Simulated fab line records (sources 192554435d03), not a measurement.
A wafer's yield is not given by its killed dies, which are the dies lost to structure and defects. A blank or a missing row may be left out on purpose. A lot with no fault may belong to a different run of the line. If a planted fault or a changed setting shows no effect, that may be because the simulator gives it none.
A lot that was struck, set against a sound lot | flow n5-finfet | 20 out of 1938 route steps
Sound: the wafers L126.1, L126.3, L126.5. Struck: wafer L131.5 (L131.2, L131.6, from the same lot, were not struck and are left out); the cause is given at the end.
At each step with rows: each side's tool, then ch and its chambers, then its first start. Under that, the readings that differ: sound wafers | struck wafers | difference of the means | sigmas: that difference in standard deviations of wafers without a fault.
alike: words and numbers the same on both sides, and readings whose means are apart by under 2 such deviations; not compared: readings that were withheld, readings missing a value for some wafer, numbers with overlapping values and no deviation given by the record, and bounds like >300 which may hide the same value.
The two part at a step that has a row with sigmas, a row that says differs or no value, or rows on one side only. When numbers do not overlap yet have no deviation, they are printed without sigmas and do not part them. Lack of a reading on every wafer of one side parts them only where that side has two or more wafers.

first, 1 step without rows for these wafers: N5_BEOL_M14_ETCH_67 (etches SiARC in CF4, target depth 143 nm, time 238.3 s).
N5_BEOL_M14_ETCH_68: etches SOC in N2/H2, time 450 s.
  sound on rie-diel-04 ch 0,2, day 12 08:38; struck on rie-diel-03 ch 0, day 14 05:47
  reading                         | sound          | struck | difference | sigmas
  showerhead-plenum-p-Torr (Torr) | 2.47 2.41 2.41 | 2.60   | +0.17      | +2
  alike: drypump-motor-current-A, n2-flow-sccm, oes-product-au, rf-fwd-power-W, rf-vpp-V, throttle-valve-pct
  not compared: rf-hours-counter-h
then, 3 steps without rows for these wafers: N5_BEOL_M14_STRIP_69 (strips in N2/H2); N5_BEOL_M14_TRENCH_ETCH_34 (etches SiO2 in C4F8/O2/Ar, target depth 556.65 nm, time 126.9 s); N5_BEOL_M14_STRIP_70 (strips in C4F8/O2/Ar).
N5_BEOL_M14_OCD_MEAS_35:
  sound: ocd-01 at day 12 09:04; struck: ocd-01 at day 14 06:14
  alike: trench-depth-nm
then, 4 steps without rows for these wafers: N5_BEOL_M14_STRIP_37 (strips in O2); N5_BEOL_M14_ETCH_38 (etches SiCN in CF4/N2, target depth 106.5 nm, time 120.6 s); N5_BEOL_M14_PRECLEAN_39 (cleans in residue remover, time 60 s); N5_BEOL_M14_SRD_40 (time 30 s, dry time 30 s).
N5_BEOL_M14_DEGAS_41: time 60 s.
  sound: pvd-sputter-01 at day 12 10:29; struck: pvd-sputter-01 at day 14 07:40
  alike: heater-power-w, susceptor-temp-C
N5_BEOL_M14_PRE_CLEAN_42: time 30 s.
  sound: pvd-sputter-01 at day 12 10:32; struck: pvd-sputter-01 at day 14 07:42
  alike: heater-power-w, susceptor-temp-C
N5_BEOL_M14_SPUTTER_43: material TaN, target thk 15 nm, time 24.19 s.
  sound: pvd-sputter-01 at day 12 10:34; struck: pvd-sputter-01 at day 14 07:44
  reading                                      | sound             | struck | difference | sigmas
  susceptor-temp-C (C)                         | 49.90 49.82 49.89 | 50.13  | +0.26      | +2
  model.TaN_of_BEOL_M14_SPUTTER_43.thk-nm (nm) | 15.4 15.2 15      | 19.8   | +4.6       |
  alike: cathode-dc-power-W, throttle-valve-pct
then, 1 step without rows for these wafers: N5_BEOL_M14_SPUTTER_44 (material Ta, target thk 15 nm, time 24.19 s).
N5_BEOL_M14_SPUTTER_45: material Cu, target thk 100 nm, time 16.67 s.
  sound: pvd-sputter-01 at day 12 10:44; struck: pvd-sputter-01 at day 14 07:54
  alike: cathode-dc-power-W, susceptor-temp-C, throttle-valve-pct
then, 1 step without rows for these wafers: N5_BEOL_M14_ECD_47 (material Cu, target thk 1248 nm).
N5_BEOL_M14_ANNEAL_48: time 90 s.
  sound on rtp-anneal-02 ch 0, day 12 11:02; struck on rtp-anneal-02 ch 0, day 14 08:16
  alike: wafer_temp_C_max
N5_BEOL_M14_CMP_49: polishes, stops on SiO2, t overpolish 5.2 s, target thk 560 nm.
  sound on cmp-03 ch 1,3, day 12 11:22; struck on cmp-03 ch 1, day 14 08:38
  reading                      | sound             | struck | difference | sigmas
  barrier-field-endpoint-s (s) | 11.6 11.3 11.4    | 13.2   | +1.8       | +5
  edge-zone-pressure-frac      | 1.014 1.001 1.007 | 0.997  | -0.010     | -2
  alike: motor-current-A
N5_BEOL_M14_THK_MEAS_50: measures by xrf.
  sound: film-metro-02 at day 12 11:38; struck: film-metro-01 at day 14 08:49
  alike: M14_THK
N5_PASSIVATION_PROBE_49:
  rows exist in the record for the sound wafers here (prober-01, day 13 07:23), none for the struck ones

## WHERE THEY PART
First at N5_BEOL_M14_ETCH_68; last, within this record, at N5_PASSIVATION_PROBE_49.

WHY: whatever the simulator had introduced
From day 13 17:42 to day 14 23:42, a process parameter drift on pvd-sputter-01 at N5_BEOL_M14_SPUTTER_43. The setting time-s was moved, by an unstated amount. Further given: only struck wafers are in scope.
